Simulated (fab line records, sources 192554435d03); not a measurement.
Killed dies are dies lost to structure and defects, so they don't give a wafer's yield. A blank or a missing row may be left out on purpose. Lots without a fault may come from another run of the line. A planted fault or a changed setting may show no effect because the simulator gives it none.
fab line records | flow n5_finfet
record lots=4 wafers=12 last_day=18
route steps=1938 shown FIN_SAQP@125 FIN_CUT@154 BEOL_M4@1111 PASSIVATION@1936
lots that met no fault: from a run of the same line without faults
start_h: hours from the record's first day to the start of the lot's first wafer shown | wait_h: hours since the lot's step before | " the same as in the row above | L1.1+2: a row that stands for several wafers | - no value, or no start given | * or withheld: withheld | < > ~ a bound
route shown NAME@n: a module of which the file shows steps, and the number in the route of the first | usual: mean/standard deviation of fault-free wafers | same: alike in all rows | chamber/n: place in a boat | sites: the reading at each site | _std_site: their standard deviation | _edge_site: outer sites' mean less inner sites' | radius_mm: how far each site lies from the wafer's centre | mask NAME#n: copy n | behind: the tool/chamber that last shaped the wafer | hold: why the lot was held/for how many hours/how that ended | device: the transistor (n, p or np) that didn't switch | end of line: the same wafers' tests at the end of the route | a step without rows: its recipe alone | killed: dies lost to structure and defects at the first sort, not the wafer's yield | map: a wafer's dies, x killed, . not, _ none there
set.NAME: the setting as run; set.NAME@STEP: as run at that earlier step | model.NAME: the simulator's own value behind a step, which no gauge read
lots at some steps of the route; a table a step, a row a wafer
services: from which hour (start_h, from the record's first day; less than 0 if before it) a tool's chamber was out of use, for how many hours, and why
## steps
# step N5_FIN_SAQP_SPACER1_ALD_24
# recipe material=SiO2 target_thk_a=203 temp_c=300 ald_precursor_family=BDEAS ald_co_reactant=O2-plasma pulse_time_s=1 purge_time_s=2 co_reactant_purge_time_s=2 ald_cycles=218 pressure_torr=2
# step N5_FIN_SAQP_SPACER1_ETCHBACK_25
# recipe chemistry=CHF3/O2 mode=anisotropic_etchback target=SiO2 target_depth_a=244 time_s=12.2 pressure_mtorr=30 source_w=650 bias_w=170 Ar_flow_sccm=200 CHF3_flow_sccm=50 O2_flow_sccm=5 ion_energy_ev=200
# step N5_FIN_SAQP_MANDREL1_REMOVE_56
# recipe chemistry=HBr/Cl2/O2 bt_time_s=10 target=a-Si stop_on=SiNx endpoint=OES-SiCl over_etch_frac=1 icp_w=600 bias_w=22 HBr_flow_sccm=150 Cl2_flow_sccm=80 O2_flow_sccm=5 pressure_mtorr=10
# step N5_FIN_SAQP_ETCH_57
# recipe chemistry=CH3F/O2 target=SiNx mask_material=SiO2 target_depth_a=325 time_s=46.4 pressure_mtorr=30 source_w=395 bias_w=73 Ar_flow_sccm=150 CH3F_flow_sccm=30 O2_flow_sccm=20 ion_energy_ev=120 ends=cleared
# step N5_FIN_SAQP_ETCH_65
# recipe chemistry=CF4 target=SiO2 target_depth_a=40 ion_energy_ev=350 time_s=4.4 pressure_mtorr=10 icp_w=800 bias_w=400 cf4_flow_sccm=80
# step N5_FIN_SAQP_MANDREL_ETCH_58
# recipe chemistry=HBr/Cl2 target=a-Si target_depth_a=450 bt_time_s=10 stop_on=SiNx mask_material=SiO2 over_etch_frac=0.8 time_s=27 pressure_mtorr=10 icp_w=800 bias_w=75 HBr_flow_sccm=150 Cl2_flow_sccm=80 ends=end_point
# step N5_FIN_SAQP_RECESS_63
# recipe chemistry=HF/NH3 target=SiO2 target_depth_a=180 afs_cycles=3 temp_c=30 sublimation_temp_c=180 sublimation_time_s=60
# step N5_FIN_SAQP_COAT_68
# recipe resist=SOC temp_c=250 time_s=60 spin_rpm=1500 resist_thk_nm=100
# step N5_FIN_SAQP_ETCH_69
# recipe chemistry=N2/H2 target=SOC target_depth_a=1500 stop_on=SiNx ion_energy_ev=100 bias_w=61 pressure_mtorr=30 source_w=850 n2_flow_sccm=200 h2_flow_sccm=200
# step N5_FIN_SAQP_ETCH_67
# recipe chemistry=CH3F/O2 target=SiNx target_depth_a=300 mask_material=SOC pressure_mtorr=30 source_w=395 bias_w=73 Ar_flow_sccm=150 CH3F_flow_sccm=30 O2_flow_sccm=20 ion_energy_ev=120
# step N5_FIN_SAQP_STRIP_70
# recipe chemistry=N2/H2 power_w=500 temp_c=40 pressure_mtorr=50 rf_frequency_hz=6e+07 overash_fraction=0.3 bias_power_w=28 h2_frac=0.5 n2_flow_sccm=300 h2_flow_sccm=300
# step N5_FIN_SAQP_RECESS_71
# recipe chemistry=HF/NH3 target=SiO2 target_depth_a=30 afs_cycles=1 temp_c=30 sublimation_temp_c=180 sublimation_time_s=60
# usual drypump_motor_current_A=5.6/0.41
# columns lot.wafer tool chamber start_h wait_h drypump_motor_current_A
L760.3 vapor_etch-01 1 36.78 0.1 5.6
L760.5 " 1 " " 5.6
L760.6 " 0 " " 5.2
L771.2 vapor_etch-01 0 103.34 0.0 5.2
L771.3 " 0 " " 5.2
L771.4 " 1 " " 5.6
L772.3 vapor_etch-02 0 110.13 0.1 5.3
L772.4 " 1 " " 6.2
L772.6 " 0 " " 5.3
L775.1 vapor_etch-01 0 126.74 0.0 5.2
L775.2 " 1 " " 5.6
L775.6 " 1 " " 5.6
# step N5_FIN_SAQP_SPACER2_ALD_28
# recipe material=SiO2 target_thk_a=81 temp_c=300 ald_precursor_family=BDEAS ald_co_reactant=O2-plasma pulse_time_s=1 purge_time_s=2 co_reactant_purge_time_s=2 pressure_torr=2
# step N5_FIN_SAQP_SPACER2_ETCHBACK_29
# recipe chemistry=CHF3/O2 mode=anisotropic_etchback target=SiO2 target_depth_a=122 time_s=6.1 pressure_mtorr=30 source_w=650 bias_w=170 Ar_flow_sccm=200 CHF3_flow_sccm=50 O2_flow_sccm=5 ion_energy_ev=200
# step N5_FIN_SAQP_MANDREL2_REMOVE_60
# recipe chemistry=HBr/Cl2/O2 bt_time_s=10 target=a-Si stop_on=SiNx endpoint=OES-SiCl over_etch_frac=1 icp_w=600 bias_w=22 HBr_flow_sccm=150 Cl2_flow_sccm=80 O2_flow_sccm=5 pressure_mtorr=10
# step N5_FIN_SAQP_HM_OPEN_33
# recipe chemistry=CH3F/O2 target=SiNx mask_material=SiO2 target_depth_a=494 time_s=70.6 pressure_mtorr=30 source_w=395 bias_w=73 Ar_flow_sccm=150 CH3F_flow_sccm=30 O2_flow_sccm=20 ion_energy_ev=120 ends=cleared
# step N5_FIN_SAQP_ETCH_34
# recipe chemistry=C4F6/O2 target=SiO2 target_depth_a=450 time_s=15 ion_energy_ev=250 pressure_mtorr=30 source_w=345 bias_w=185 Ar_flow_sccm=300 C4F6_flow_sccm=10 O2_flow_sccm=10 ends=cleared
# step N5_FIN_SAQP_STRIP_77
# recipe chemistry=N2/H2 time_s=90 power_w=100 temp_c=40 pressure_mtorr=100 rf_frequency_hz=6e+07 bias_power_w=3 n2_flow_sccm=300 h2_flow_sccm=300
# step N5_FIN_SAQP_ETCH_64
# recipe chemistry=CF4 target=SiO2 target_depth_a=15 ion_energy_ev=350 pressure_mtorr=10 icp_w=800 bias_w=400 cf4_flow_sccm=80
# step N5_FIN_SAQP_FIN_ETCH_36
# recipe chemistry=HBr/Cl2/O2 target_depth_a=1200 mask_material=SiNx time_s=50.4 bias_w=102 pressure_mtorr=10 icp_w=800 HBr_flow_sccm=150 Cl2_flow_sccm=80 O2_flow_sccm=12
# step N5_FIN_SAQP_PRECLEAN_38
# recipe chemistry=O3/DIW time_s=45 temp_c=22 o3_ppm=10
# step N5_FIN_SAQP_PRECLEAN_45
# recipe chemistry=dHF time_s=10 dilution=500:1 temp_c=25
# step N5_FIN_SAQP_SRD_39
# recipe dry=ipa_marangoni time_s=30 temp_c=23 rinse_liquid=diw
# step N5_FIN_SAQP_INSPECT_40
# recipe inspect_instrument=brightfield mode=aei
# usual raw_defect_count=258/77
# columns lot.wafer tool chamber start_h wait_h raw_defect_count
L760.3 defect_inspect-02 - 38.04 0.0 369
L760.5 " - " " 240
L760.6 " - " " 245
L771.2 defect_inspect-01 - 104.71 0.0 1325
L771.3 " - " " 1358
L771.4 " - " " 1374
L772.3 defect_inspect-02 - 111.35 0.0 259
L772.4 " - " " 284
L772.6 " - " " 197
L775.1 defect_inspect-02 - 128.04 0.0 1462
L775.2 " - " " 1401
L775.6 " - " " 1365
# step N5_FIN_CUT_COAT_18
# recipe resist=SOC temp_c=250 time_s=60 spin_rpm=1500 resist_thk_nm=230
# step N5_FIN_CUT_COAT_19
# recipe resist=SiARC temp_c=220 time_s=60 spin_rpm=1500 resist_thk_nm=20
# step N5_FIN_CUT_COAT_29
# recipe resist=underlayer temp_c=205 time_s=60 spin_rpm=1500 resist_thk_nm=10
# step N5_FIN_CUT_COAT_02
# recipe resist=CAR-EUV spin_rpm=1500 resist_thk_nm=30
# step N5_FIN_CUT_EBR_04
# recipe solvent=PGMEA ebr_width_mm=1.5
# step N5_FIN_CUT_SOFTBAKE_03
# recipe temp_c=110 time_s=60 resist=CAR-EUV
# step N5_FIN_CUT_EXPOSE_05
# recipe mask_id=FIN_CUT na=0.33 source_shape=annular sigma_inner=0.35 sigma_outer=0.8 polarization=unpolarized dose_mj=45.75
# step N5_FIN_CUT_PEB_06
# recipe peb_temp_c=100 peb_time_s=60 resist=CAR-EUV
# step N5_FIN_CUT_DEVELOP_07
# recipe develop_time_s=30 developer=TMAH resist=CAR-EUV rinse_liquid=surfactant_rinse dry=air_spin dev_temp_c=23
# step N5_FIN_CUT_INSPECT_10
# recipe mode=adi inspect_instrument=brightfield
# usual raw_defect_count=46/12
# columns lot.wafer tool chamber start_h wait_h raw_defect_count
L760.3 defect_inspect-01 - 38.60 0.0 45
L760.5 " - " " 39
L760.6 " - " " 45
L771.2 defect_inspect-01 - 105.22 0.0 1184
L771.3 " - " " 1220
L771.4 " - " " 1212
L772.3 defect_inspect-02 - 111.90 0.0 46
L772.4 " - " " 48
L772.6 " - " " 49
L775.1 defect_inspect-02 - 128.43 0.1 1175
L775.2 " - " " 1138
L775.6 " - " " 1141
# step N5_FIN_CUT_DESCUM_13
# recipe chemistry=O2 time_s=7 source_power_w=50 bias_power_w=20 pressure_mtorr=20 rf_frequency_hz=2.712e+07 temp_c=40 resist=CAR-EUV o2_flow_sccm=225
# step N5_BEOL_M4_RC_MEAS_101
# usual DIBL_N=36.1/1.6 DIBL_P=35.8/2.1 IOFF_N=0.16/0.031 IOFF_P=0.21/0.034 ION_N=673/12 ION_P=461/7.2 SS_N=71.4/0.59 SS_P=73.3/0.63 VT_N=250/3.1 VT_P=-250/3.3
# columns lot.wafer tool chamber start_h wait_h DIBL_N[mV/V] DIBL_P[mV/V] IOFF_N[nA/um] IOFF_P[nA/um] ION_N[uA/um] ION_P[uA/um] SS_N[mV/dec] SS_P[mV/dec] VT_N[mV] VT_P[mV]
L760.3 prober-02 0 186.35 0.3 35.4 35.2 0.12 0.18 651 460 71.8 73.1 252 -251
L760.5 " 0 " " 34.6 33.7 0.12 0.16 666 452 70.6 72.8 254 -255
L760.6 " 0 " " 36.8 36.7 0.15 0.20 675 462 72.1 73.5 250 -250
L772.3 prober-02 0 254.15 0.3 33.5 33.2 0.13 0.17 668 463 70.3 72.5 250 -252
L772.4 " 0 " " 36.6 36.0 0.18 0.20 687 461 72.0 73.0 246 -254
L772.6 " 0 " " 33.2 32.4 0.12 0.15 671 460 70.5 72.3 253 -254
L771.2 prober-01 0 255.70 0.2 34.0 33.6 0.12 0.19 673 459 71.1 72.6 253 -250
L771.3 " 0 " " 35.0 33.9 0.13 0.18 673 460 70.8 73.0 252 -254
L771.4 " 0 " " 35.4 35.4 0.14 0.22 673 466 71.7 73.9 251 -248
L775.1 prober-01 0 320.15 0.0 36.2 34.5 0.17 0.21 671 457 71.5 72.3 251 -249
L775.2 " 0 " " 38.4 36.9 0.22 0.25 692 467 71.8 73.6 246 -244
L775.6 " 0 " " 38.3 37.0 0.23 0.25 682 466 71.6 73.6 247 -245
# step N5_PASSIVATION_PROBE_49
# usual defect_limited_yield=91.0/1.5 killed_at_M0_to_M3=35/11 killed_at_M4_up=13/6 killed_at_contacts=14/6.5 killed_at_front_end=40/12 killed_at_other=4/3.4 killed_dies=106/18 killed_on_rim=14/4.7 killed_open=68/14 killed_short=35/7.7 sort_bin_5_function=5.2/0.98 sort_bin_6_memory=3.4/0.72 sort_n_pass=1074/18 sort_yield_pct=91.0/1.5
# same gross_dies=1180 killed_at_back_side=0 sort_bin_4_leakage[%]=0 sort_bin_8_speed[%]=0
# columns lot.wafer tool chamber start_h wait_h defect_limited_yield[%] killed_at_M0_to_M3 killed_at_M4_up killed_at_contacts killed_at_front_end killed_at_other killed_dies killed_on_rim killed_open killed_short sort_bin_5_function[%] sort_bin_6_memory[%] sort_n_pass sort_yield_pct[%]
L772.3 prober-01 - 366.62 0.1 92.0 43 9 17 23 2 94 16 68 26 4.7 3.2 1086 92.0
L771.2 prober-02 - 366.62 0.1 83.6 28 18 8 136 3 193 34 53 40 9.4 3.1 987 83.6
L771.3 prober-02 - 366.67 0.1 82.1 32 19 13 143 4 211 32 60 36 10.8 3.7 969 82.1
L771.4 prober-02 - 366.72 0.2 80.4 28 21 4 175 3 231 33 59 44 12.2 3.8 949 80.4
L775.1 prober-02 - 425.38 0.0 80.9 30 26 28 141 0 225 33 91 28 11.7 4.9 955 80.9
L775.2 prober-02 - 425.43 0.1 79.9 53 14 9 161 0 237 36 72 36 11.7 4.6 943 79.9
L775.6 prober-02 - 425.63 0.3 80.9 32 22 6 165 0 225 31 72 33 11.6 3.8 955 80.9
# killed by level:class
L772.3 MOL_CONTACT_COAG:geometric_particle:open=14 BEOL_M0_SAQP:geometric_particle:open=12 BEOL_M1:geometric_particle:open=12 BEOL_M0:geometric_particle:open=8 FIN_SAQP:geometric_particle:short=6 FIN_SAQP:geometric_particle:open=5 BEOL_M0_SAQP:geometric_particle:short=5 MOL_CONTACT_COAG:geometric_particle:short=3
L771.2 FIN_SAQP:unspecified=100 BEOL_M1:geometric_particle:open=9 BEOL_M4:geometric_particle:open=8 FIN_SAQP:geometric_particle:open=7 MOL_CONTACT_COAG:geometric_particle:open=7 FIN_SAQP:geometric_particle:short=6 BEOL_M0_SAQP:geometric_particle:short=6 STARTING-WAFER:geometric_particle:open=6
L771.3 FIN_SAQP:unspecified=114 MOL_CONTACT_COAG:geometric_particle:open=11 BEOL_M0_SAQP:geometric_particle:open=8 BEOL_M4:geometric_particle:open=8 BEOL_M0_SAQP:geometric_particle:short=7 GATE_CUT:geometric_particle:short=5 BEOL_M2:geometric_particle:open=5 STARTING-WAFER:geometric_particle:open=5
L771.4 FIN_SAQP:unspecified=125 FIN_SAQP:geometric_particle:short=15 BEOL_M0_SAQP:geometric_particle:open=14 STI_FIN_REVEAL:geometric_particle:open=8 FIN_SAQP:geometric_particle:open=7 BEOL_M4:geometric_particle:short=6 GATE_CUT:geometric_particle:short=6 GATE_CUT:geometric_particle:open=6
L775.1 FIN_SAQP:unspecified=106 MOL_CONTACT_COAG:geometric_particle:open=24 BEOL_M4:geometric_particle:open=21 FIN_SAQP:geometric_particle:short=12 BEOL_M3:geometric_particle:open=8 BEOL_M2:geometric_particle:open=6 STI_FIN_REVEAL:geometric_particle:open=5 FIN_SAQP:geometric_particle:open=4
L775.2 FIN_SAQP:unspecified=128 BEOL_M0_SAQP:geometric_particle:open=14 BEOL_M3:geometric_particle:open=13 BEOL_M0_SAQP:geometric_particle:short=12 FIN_SAQP:geometric_particle:open=9 BEOL_M4:geometric_particle:open=9 FIN_SAQP:geometric_particle:short=7 MOL_CONTACT_COAG:geometric_particle:open=6
L775.6 FIN_SAQP:unspecified=119 FIN_SAQP:geometric_particle:open=12 BEOL_M4:geometric_particle:open=11 FIN_SAQP:geometric_particle:short=10 STI_FIN_REVEAL:geometric_particle:open=8 BEOL_M3:geometric_particle:open=8 BEOL_M1:geometric_particle:open=7 MOL_CONTACT_COAG:geometric_particle:open=6
# map L771.4 (x killed, . not)
_________________..x.x.......________________
______________.................._____________
___________................xx......__________
__________.....x........x..........._________
________.x...x.x...............xx....._______
_______.x................x.............______
______.....................x............_____
_____xx...................x......x.......____
____..................x...................___
___.................xx.x..............x....__
___.......x......xx..x.x.........x....x....__
__..x.....x.....................x..x........_
__........x..x.......x......x..............._
_..x..................x.x.................x..
_.....x.x......x.........x..........x.....x..
_....x..............................x..x..x..
_.x..x...........x..........x................
_.x.x..........x...x.............x..........x
_............x.xx........x..............x..x.
_..x...................................x.x.x.
_.......x........x.........................x.
__..x............xx............x.........x.._
__....................xx...x......x.......xx_
___............x..x.xx.x....x.............x__
___..............xxxxxx....................__
____.......x..xxxxxxxxxxx...x.............___
_____.......xxxxxxxxxxxx.......x.........____
______......xxxxxxxxxxxxxxx.....xx......_____
_______....xxxxxxxxxxxxxxx...........x.______
________..xxxxxxxxxxxxxxx............._______
__________xxxxxxxxxxxxxxxx.x...xxx.._________
___________xxxxxxxxxxxxx.x..x......__________
______________xxxxxxxxxxxxx..xx._____________
_________________xxxxxxx.x...________________
# map L775.2 (x killed, . not)
_________________....x.....x.________________
______________.x...x............_____________
___________........................__________
__________.........x...xx..........._________
________..x...................xx.x...._______
_______xx.................x............______
______............x........x.xx..x......_____
_____..............................x...x.____
____.....x............x....x.x........x...___
___.x.......xx.......x......x.........xx..x__
___...................x...x.....x....x.....__
__.x.....x.........x.........x...x.....x.x.._
__.......x..........................x..x...x_
_.x......x.....x..............x....x...x.....
_x..x.......................................x
_...............x..........................x.
_..x.x.......................................
_......x.........xx............x.......x.....
_x............x.x..x..............x........x.
_..x..........x.............x................
_................xx.......x.............xx...
__x........xx......................x..x..x.x_
__............x....xx........x.....x........_
___..x..........x..xx.....x...x..........x.__
___...........xxxx.xx.x.x.....x....xx......__
____.....x...xxxxxxxx.xxx.........x.......___
_____.......xxxxxxxxxxxxx................____
______.....xxxxxxxxxxxxxx........x......_____
_______.x..xxxxxxxxxxxxxxxxx..x........______
________..xxxxxxxxxxxxxxxx.x.........._______
__________xxxxxxxxxxxxxxx.x...x....._________
___________x.xxxxxxxxxxxx..........__________
______________xxxxxxxxxx.x......_____________
_________________xxxxxxxx....________________
## services
# columns tool chamber start_h hours kind
vapor_etch-02 - 67.72 1.4 repair
## key
first_sign step=N5_FIN_SAQP_INSPECT_40 reading=raw_defect_count direction=up sigmas=15 usual=258 struck=1381
effect step=N5_FIN_CUT_INSPECT_10 reading=raw_defect_count direction=up sigmas=96 usual=46 struck=1178
effect step=N5_PASSIVATION_PROBE_49 reading=killed_at_front_end direction=up sigmas=9.2 usual=40 struck=154
more_kills_born_at N5_FIN_SAQP_RECESS_71@vapor_etch-01=688
met_at N5_FIN_SAQP_RECESS_71
struck_wafers L771.2,L771.3,L771.4,L775.1,L775.2,L775.6
onset_between 36.78 103.34
fault kind=chamber_particle_source tool=vapor_etch-01 chamber=- onset_h=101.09 steps=N5_FIN_SAQP_RECESS_71 rate_per_visit_cm2=1.7453 end_h=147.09
